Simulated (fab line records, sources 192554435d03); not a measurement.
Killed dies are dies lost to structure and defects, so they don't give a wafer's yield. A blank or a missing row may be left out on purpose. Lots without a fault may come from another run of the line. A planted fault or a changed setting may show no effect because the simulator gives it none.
Which tool did it? | flow n5_finfet | 12 lots, 36 wafers sampled, at 1 step of a route of 1938

WHAT THE GAUGES READ, wafer by wafer
N5_STI_FIN_REVEAL_THK_MEAS_05.
lot  | measured    | on            | thk_nm (nm)
L075 | day 2 16:16 | film_metro-02 | 131.4 130.1 131.0
L077 | day 3 04:38 | film_metro-02 | 131.8 132.0 132.3
L079 | day 3 16:59 | film_metro-02 | 131.7 131.2 132.0
L081 | day 4 03:37 | film_metro-01 | 130.7 131.5 131.8
L083 | day 4 16:02 | film_metro-01 | 127.9 132.6 130.1
L085 | day 5 04:10 | film_metro-02 | 133.9 132.9 133.3
L087 | day 5 18:17 | film_metro-01 | 132.7 131.1 129.0
L089 | day 6 05:26 | film_metro-02 | 133.8 129.9 130.4
L091 | day 6 20:53 | film_metro-01 | 131.1 130.2 133.5
L093 | day 7 02:52 | film_metro-01 | 131.2 131.1 131.7
L095 | day 7 15:36 | film_metro-02 | 130.6 131.9 131.9
L097 | day 8 09:16 | film_metro-01 | 131.5 130.5 132.1

WHICH TOOL RAN EACH LOT (tool, then ch and the chambers of the sampled wafers, then the start)
The record holds no process step before these readings.

THE ANSWER, worked out from the rows above alone
Rule: what is usual is taken from the lots themselves. Put in order of their means at a reading, lots are off if they are a third of the lots or fewer, leave a main group of 4 or more, and stand apart from it by a gap of 3 or more times the standard deviation of the main group's means; of several such gaps the widest counts. A main group whose means are all the same, to the digits that the tables above print for the reading, isn't used. A lot without any number at a reading at which 4 lots or more have one is off too. The other lots that the step has rows for count as sound.
No lot is off at any reading shown: from this, nothing can be told.

WHAT THE SIMULATOR HAD PUT IN
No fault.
